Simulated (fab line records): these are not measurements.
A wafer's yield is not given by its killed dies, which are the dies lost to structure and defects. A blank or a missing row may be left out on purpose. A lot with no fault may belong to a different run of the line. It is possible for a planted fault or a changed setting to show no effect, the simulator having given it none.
A lot that was struck, set against a sound lot :: flow n5 finfet :: 24 steps out of a route of 1938
Sound: these wafers, L732.2, L732.3, L732.4. Wafers L740.1, L740.3, L740.6 were the ones struck. Last of all comes the cause.
Each step with rows lists, per side, the tool, then ch with its chambers, then its first start. Under that, the readings that differ: sound wafers :: struck wafers :: difference of the means :: sigmas: that difference in standard deviations of wafers without a fault.
alike: a reading whose means differ by less than 2 such deviations, as well as words and numbers matching on both sides. not compared: withheld readings; readings where some wafer has no value; bounds like >300 that might hide an equal value; numbers whose values overlap and for which the record gives no deviation.
A row with sigmas, a row that says differs or no value, or rows on one side alone: a step with any of these is where the two part. When numbers do not overlap yet have no deviation, they are printed without sigmas and do not part them. A reading missing from all wafers of one side parts the sides only when that side holds two or more wafers.

first, 9 steps without rows for these wafers: N5_BEOL_M3_PEB_09 (peb time 60 s); N5_BEOL_M3_DEVELOP_10 (develop time 30 s); N5_BEOL_M3_DESCUM_16 (chemistry O2, time 7 s); N5_BEOL_M3_ETCH_74 (etches underlayer in N2/H2, target depth 6.5 nm, time 5.2 s); N5_BEOL_M3_ETCH_63 (etches SiARC in CF4, target depth 15.6 nm, time 26 s); N5_BEOL_M3_ETCH_64 (etches SOC in N2/H2, target depth 75 nm, overetch 15 nm, time 112.5 s); N5_BEOL_M3_STRIP_65 (strips in N2/H2); N5_BEOL_M3_STRIP_75 (strips in N2/H2); N5_BEOL_M3_STRIP_66 (strips in CF4).
N5_BEOL_M3_HM_OPEN_17: chemistry Cl2/BCl3, target TiN, target depth 20 nm, overetch 6 nm.
  sound on rie metal-02 ch 0,1, day 8 10:15; struck on rie metal-02 ch 1, day 10 05:52
  alike: drypump motor current A, oes_ar_750_au, oes product au, rf fwd power W, throttle valve pct
  not compared: rf hours counter h
then, 10 steps without rows for these wafers: N5_BEOL_M3_STRIP_19 (strips in O2); N5_BEOL_M3_COAT_67 (time 60 s, resist thk 60 nm); N5_BEOL_M3_COAT_68 (time 60 s, resist thk 12 nm); N5_BEOL_M3_COAT_76 (time 60 s, resist thk 5 nm); N5_BEOL_M3_COAT_22 (resist thk 30 nm); N5_BEOL_M3_EBR_24; N5_BEOL_M3_SOFTBAKE_23 (time 60 s); N5_BEOL_M3_EXPOSE_25 (exposes mask V2, defocus 5 nm); N5_BEOL_M3_PEB_26 (peb time 60 s); N5_BEOL_M3_DEVELOP_27 (develop time 30 s).
N5_BEOL_M3_INSPECT_30: inspects for defects (brightfield).
  sound on defect inspect-02, day 8 10:50; struck on defect inspect-02, day 10 06:34
reading: raw defect count
sound: 361 355 342
struck: 1027 954 1025
difference: +649
sigmas: +6
then, 1 step without rows for these wafers: N5_BEOL_M3_DESCUM_33 (chemistry O2, time 7 s).
N5_BEOL_M4_RC_MEAS_101:
  sound on prober-02 ch 0, day 9 03:25; struck on prober-02 ch 0, day 11 02:05
  alike: DIBL_N, DIBL_P, IOFF_N, IOFF_P, ION_N, ION_P, SS_N, SS_P, VT_N, VT_P
-- a jump in the record: the struck wafers' starts before and after are 4 days apart (it breaks off in module BEOL_M4 and resumes in module PASSIVATION, where the first step shown is number 1936 of the route) --
N5_PASSIVATION_PROBE_49:
  rows exist in the record for the struck wafers here (prober-02, day 15 07:49), but not for the sound ones

## WHERE THEY PART
At N5_BEOL_M3_INSPECT_30 first; at N5_PASSIVATION_PROBE_49 last (within this record only).

WHY: the cause the simulator had injected
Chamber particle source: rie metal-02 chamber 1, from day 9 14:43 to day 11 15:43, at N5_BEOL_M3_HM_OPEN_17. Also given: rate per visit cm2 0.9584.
